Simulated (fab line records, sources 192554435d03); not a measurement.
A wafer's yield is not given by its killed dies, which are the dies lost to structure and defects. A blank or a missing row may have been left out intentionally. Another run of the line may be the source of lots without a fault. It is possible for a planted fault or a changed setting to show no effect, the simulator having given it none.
Matching of chambers ; flow n5_finfet ; pecvd-02 running N5_BEOL_M1_ILD_DEP_00: 3 sister chambers
The step deposits SiOC from DEMS/O2, target thk 79 nm, time 15.3 s. 6 wafers are shown with their chamber, then 12 later ones without.

EACH WAFER AND ITS CHAMBER
wafer;chamber;showerhead_plenum_p_Torr (Torr);throttle_valve_pct (%)
L083.6;1;5.686;12.4
L092.2;0;5.665;12.3
L092.4;2;5.720;11.9
L093.1;2;5.699;12.0
L093.2;0;5.676;12.4
L093.3;1;5.690;12.5

WAFERS WITHOUT THEIR CHAMBER
wafer;showerhead_plenum_p_Torr (Torr);throttle_valve_pct (%)
L093.4;5.686;12.4
L093.5;5.708;12.0
L093.6;5.676;12.4
L094.2;5.732;11.9
L094.3;5.686;12.6
L094.5;5.677;12.2
L095.4;5.711;12.0
L095.5;5.681;12.7
L095.6;5.684;12.6
L096.2;5.703;11.9
L096.3;5.694;12.7
L096.6;5.694;12.7

WHICH CHAMBER EACH ONE RAN IN
wafer;from the rows above;in truth
L093.4;can't be placed: 1 or 0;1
L093.5;2;2
L093.6;can't be placed: 0 or 1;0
L094.2;2;2
L094.3;can't be placed: 1 or 0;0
L094.5;can't be placed: 0 or 1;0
L095.4;2;2
L095.5;can't be placed: 1 or 0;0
L095.6;can't be placed: 1 or 0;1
L096.2;2;2
L096.3;can't be placed: 1 or 0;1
L096.6;can't be placed: 1 or 0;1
Correctly placed: 4 of 12. Not placeable from these rows: 8 (in 8, the candidates include the true chamber). Placed wrongly: 0.
How it was worked out, from the rows above alone: a wafer's distance from a chamber is the root of the sum, over the readings, of the square of ((its reading less the chamber's mean) divided by the reading's scatter). If the next closest chamber is less than 2 further off than the closest, the wafer can't be placed; otherwise it belongs to the closest. A chamber's mean is the mean of its shown wafers. The scatter: the root of (the sum of the squares of (reading less its chamber's mean) over the shown wafers, divided by (wafers less chambers)).
